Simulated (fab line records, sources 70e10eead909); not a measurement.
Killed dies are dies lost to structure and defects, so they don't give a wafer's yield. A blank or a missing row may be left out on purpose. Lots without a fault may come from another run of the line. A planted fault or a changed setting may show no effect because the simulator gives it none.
Which tool did it? | flow nand_harc | 12 lots, 36 wafers sampled, at 6 steps of a route of 1159

WHAT THE GAUGES READ, wafer by wafer
NHARC_P_GATE_INSPECT_68.
lot  | measured     | on                | raw_defect_count
L277 | day 5 11:08  | defect_inspect-02 | 116 151 134
L279 | day 6 02:56  | defect_inspect-01 | 204 262 152
L278 | day 6 03:56  | defect_inspect-01 | 147 117 236
L280 | day 6 14:04  | defect_inspect-02 | 248 187 134
L281 | day 6 12:28  | defect_inspect-02 | 55 126 74
L284 | day 7 06:41  | defect_inspect-01 | 234 292 203
L286 | day 7 16:56  | defect_inspect-02 | 152 419 168
L295 | day 10 01:46 | defect_inspect-02 | 122 152 218
L297 | day 10 08:34 | defect_inspect-01 | 207 198 292
L298 | day 10 18:57 | defect_inspect-02 | 184 124 191
L299 | day 10 19:30 | defect_inspect-02 | 110 160 175
L300 | day 11 11:56 | defect_inspect-01 | 183 190 148

NHARC_END_SORT_01.
lot  | measured     | on        | killed_at_array | killed_at_other | killed_at_periphery | killed_dies | killed_open | killed_short
L280 | day 20 11:10 | prober-01 | 17 20 11        | 0 2 1           | 2 3 0               | 19 25 12    | 4 4 1       | 4 3 1
L284 | day 20 19:17 | prober-02 | 33 25 16        | 0 0 0           | 4 1 1               | 37 26 17    | 6 3 2       | 1 2 2
L286 | day 21 09:03 | prober-02 | 24 18 23        | 0 0 1           | 1 37 0              | 25 55 24    | 3 3 4       | 2 1 1

WHICH TOOL RAN EACH LOT (tool, then ch and the chambers of the sampled wafers, then the start)
lot  | NHARC_P_GATE_ETCH_32             | NHARC_P_GATE_DEGAS_109       | NHARC_P_GATE_RTA_82              | NHARC_P_CONTACT_DEP_00
L277 | rie_si-03 ch 0,1,3, day 4 16:34  | pvd_sputter-02, day 5 10:11  | rtp_anneal-01 ch 0, day 5 10:58  | pecvd-01 ch 0,1,2, no start
L279 | rie_si-06 ch 0,3, day 5 09:08    | pvd_sputter-03, day 6 01:53  | rtp_anneal-01 ch 0, day 6 02:44  | pecvd-01 ch 0,1,2, no start
L278 | rie_si-02 ch 0,1,2, day 5 09:25  | pvd_sputter-01, day 6 02:59  | rtp_anneal-02 ch 0, day 6 03:48  | pecvd-01 ch 0,1,2, no start
L280 | rie_si-02 ch 1,2,3, day 5 18:17  | pvd_sputter-01, day 6 13:01  | rtp_anneal-02 ch 0, day 6 13:56  | pecvd-03 ch 0,1, day 20 11:10 or earlier
L281 | rie_si-03 ch 0,1, day 5 18:44    | pvd_sputter-03, day 6 11:31  | rtp_anneal-01 ch 0, day 6 12:20  | pecvd-01 ch 0,1, no start
L284 | rie_si-03 ch 0,1, day 6 11:09    | pvd_sputter-03, day 7 05:32  | rtp_anneal-02 ch 0, day 7 06:30  | pecvd-01 ch 0,1, day 20 19:17 or earlier
L286 | rie_si-02 ch 0,1,3, day 6 22:58  | pvd_sputter-03, day 7 15:55  | rtp_anneal-01 ch 0, day 7 16:46  | pecvd-01 ch 0,1,2, day 21 09:03 or earlier
L295 | rie_si-06 ch 1,3, day 9 07:19    | pvd_sputter-01, day 10 00:44 | rtp_anneal-01 ch 0, day 10 01:34 | pecvd-01 ch 0,2, no start
L297 | rie_si-03 ch 0,1, day 9 14:38    | pvd_sputter-01, day 10 07:28 | rtp_anneal-02 ch 0, day 10 08:23 | pecvd-02 ch 0,1, no start
L298 | rie_si-06 ch 1,2,3, day 10 01:14 | pvd_sputter-01, day 10 17:56 | rtp_anneal-01 ch 0, day 10 18:47 | pecvd-02 ch 1,2, no start
L299 | rie_si-03 ch 0,2,3, day 10 01:25 | pvd_sputter-02, day 10 18:20 | rtp_anneal-02 ch 0, day 10 19:18 | pecvd-01 ch 0,1,2, no start
L300 | rie_si-03 ch 1,2,3, day 10 17:31 | pvd_sputter-01, day 11 10:59 | rtp_anneal-01 ch 0, day 11 11:46 | pecvd-01 ch 0,2, no start
- NHARC_P_GATE_ETCH_32: etches the open film in HBr/Cl2, target depth 150 nm, time 100.1 s.
- NHARC_P_GATE_DEGAS_109: time 60 s.
- NHARC_P_GATE_RTA_82: time 30 s.
- NHARC_P_CONTACT_DEP_00: deposits SiO2, target thk 500 nm.

WHAT THE TOOLS THEMSELVES READ (means of the sampled wafers that have a number; where no wafer has one, the mark that the record gives instead)
NHARC_P_GATE_ETCH_32.
lot  | tool      | chamber_pressure_mTorr (mTorr) | drypump_motor_current_A (A) | mfc_cl2_sccm (sccm) | oes_product_au (a.u.) | throttle_valve_pct (%)
L277 | rie_si-03 | 15.007                         | 5.7                         | 49.95               | 0.996                 | 26.396
L279 | rie_si-06 | 14.992                         | 5.8                         | 50.16               | 1.000                 | 26.395
L278 | rie_si-02 | 15.013                         | 6.0                         | 50.10               | 0.998                 | 26.404
L280 | rie_si-02 | 14.991                         | 6.0                         | 50.07               | 0.998                 | 26.400
L281 | rie_si-03 | 15.007                         | 6.1                         | 49.86               | 0.999                 | 26.417
L284 | rie_si-03 | 15.010                         | 6.1                         | 50.17               | 1.000                 | 26.398
L286 | rie_si-02 | 15.001                         | 5.9                         | 50.02               | 0.983                 | 26.413
L295 | rie_si-06 | 14.985                         | 6.3                         | 50.06               | 1.000                 | 26.410
L297 | rie_si-03 | 14.996                         | 6.1                         | 50.08               | 0.989                 | 26.412
L298 | rie_si-06 | 14.990                         | 5.9                         | 49.98               | 1.002                 | 26.401
L299 | rie_si-03 | 14.992                         | 5.4                         | 50.12               | 0.994                 | 26.402
L300 | rie_si-03 | 14.992                         | 5.4                         | 50.05               | 0.998                 | 26.405

NHARC_P_GATE_DEGAS_109.
lot  | tool           | heater_power_w (W)
L277 | pvd_sputter-02 | 450
L279 | pvd_sputter-03 | 479
L278 | pvd_sputter-01 | 467
L280 | pvd_sputter-01 | 426
L281 | pvd_sputter-03 | 487
L284 | pvd_sputter-03 | 465
L286 | pvd_sputter-03 | 484
L295 | pvd_sputter-01 | 459
L297 | pvd_sputter-01 | 464
L298 | pvd_sputter-01 | 447
L299 | pvd_sputter-02 | 441
L300 | pvd_sputter-01 | 509

NHARC_P_GATE_RTA_82.
lot  | tool          | lamp_power_pct (%) | lamp_zone_4_pct (%) | wafer_temp_C_max
L277 | rtp_anneal-01 | 4.60               | 4.60                | 453.8
L279 | rtp_anneal-01 | 4.59               | 4.60                | 453.8
L278 | rtp_anneal-02 | 4.20               | 4.20                | 451.2
L280 | rtp_anneal-02 | 4.21               | 4.20                | 451.4
L281 | rtp_anneal-01 | 4.59               | 4.59                | 453.9
L284 | rtp_anneal-02 | 4.21               | 4.21                | 451.3
L286 | rtp_anneal-01 | 4.60               | 4.60                | 453.5
L295 | rtp_anneal-01 | 4.60               | 4.59                | 454.3
L297 | rtp_anneal-02 | 4.21               | 4.21                | 451.5
L298 | rtp_anneal-01 | 4.60               | 4.60                | 453.4
L299 | rtp_anneal-02 | 4.21               | 4.20                | 451.2
L300 | rtp_anneal-01 | 4.60               | 4.60                | 453.5

NHARC_P_CONTACT_DEP_00.
lot  | tool     | chamber_pressure_Torr (Torr) | flow_sccm (sccm) | heater_power_w (W) | throttle_valve_pct (%)
L277 | pecvd-01 | 6.490                        | 2650             | 533                | 15.8
L279 | pecvd-01 | 6.496                        | 2655             | 565                | 15.8
L278 | pecvd-01 | 6.496                        | 2649             | 530                | 16.0
L280 | pecvd-03 | 6.510                        | 2651             | 565                | 15.6
L281 | pecvd-01 | 6.519                        | 2648             | 547                | 15.8
L284 | pecvd-01 | 6.507                        | 2650             | 528                | 15.8
L286 | pecvd-01 | 6.495                        | 2661             | 546                | 15.8
L295 | pecvd-01 | 6.500                        | 2650             | 550                | 16.1
L297 | pecvd-02 | 6.505                        | 2652             | 613                | 16.7
L298 | pecvd-02 | 6.487                        | 2651             | 652                | 15.2
L299 | pecvd-01 | 6.500                        | 2647             | 584                | 16.1
L300 | pecvd-01 | 6.505                        | 2653             | 523                | 15.9

THE ANSWER, worked out from the rows above alone
Rule: what is usual is taken from the lots themselves. Put in order of their means at a reading, lots are off if they are a third of the lots or fewer, leave a main group of 4 or more, and stand apart from it by a gap of 3 or more times the standard deviation of the main group's means; of several such gaps the widest counts. A main group whose means are all the same, to the digits that the tables above print for the reading, isn't used. A lot without any number at a reading at which 4 lots or more have one is off too. The other lots that the step has rows for count as sound. The gauges are gone through in route order, then the tools' own readings, and for those a lot's mean is taken as printed above. The first step at which some lot is off is used, and at that step the reading that is off furthest; a lot without a number counts as furthest.
No lot is off at any reading shown: from this, nothing can be told.

WHAT THE SIMULATOR HAD PUT IN
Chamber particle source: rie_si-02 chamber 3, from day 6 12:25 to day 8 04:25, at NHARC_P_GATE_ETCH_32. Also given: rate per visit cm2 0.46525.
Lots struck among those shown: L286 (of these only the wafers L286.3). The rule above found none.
